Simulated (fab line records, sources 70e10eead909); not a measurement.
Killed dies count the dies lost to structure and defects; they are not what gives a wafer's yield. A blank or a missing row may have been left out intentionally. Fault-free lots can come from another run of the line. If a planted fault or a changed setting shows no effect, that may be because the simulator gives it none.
Matching of chambers | flow nand-harc | cmp-03 running NHARC_A_STAIRCASE_CMP_450: 4 sister chambers
The step polishes SiO2, target thk 200 nm. 4 wafers are shown with their chamber, then 9 later ones without.

## WAFERS PAIRED WITH THEIR CHAMBERS
wafer  | chamber | motor-current-A (A)
L083.5 | 2       | 12.7
L088.1 | 0       | 10.1
L088.3 | 3       | 12.8
L088.4 | 1       | 13.9

## WAFERS WITH NO CHAMBER GIVEN
wafer  | motor-current-A (A)
L094.1 | 10.0
L094.2 | 12.9
L094.3 | 13.7
L094.4 | 12.7
L094.5 | 12.4
L094.6 | 13.8
L093.2 | 13.8
L093.4 | 13.7
L093.6 | 12.1

## CHAMBER TAKEN BY EACH
wafer  | from the rows above     | in truth
L094.1 | 0                       | 0
L094.2 | can't be placed: 3 or 2 | 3
L094.3 | 1                       | 1
L094.4 | can't be placed: 2 or 3 | 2
L094.5 | can't be placed: 2 or 3 | 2
L094.6 | 1                       | 1
L093.2 | 1                       | 1
L093.4 | 1                       | 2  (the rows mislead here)
L093.6 | can't be placed: 2 or 3 | 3
Correct placement for 4 of the 9. Can't be placed from these rows: 4 (the true chamber is among the candidates in 4). Placed wrongly: 1.
How it was worked out, from the rows above alone: a wafer's distance from a chamber is the root of the sum, over the readings, of the square of ((its reading less the chamber's mean) divided by the reading's scatter). The wafer belongs to the nearest chamber; if the next one is less than 2 further off, it can't be placed. For every chamber, the mean is computed from those of its wafers that are shown. The scatter (one wafer shown for each chamber): square how far every hidden wafer sits from the nearest shown wafer, average those squares and take the square root.
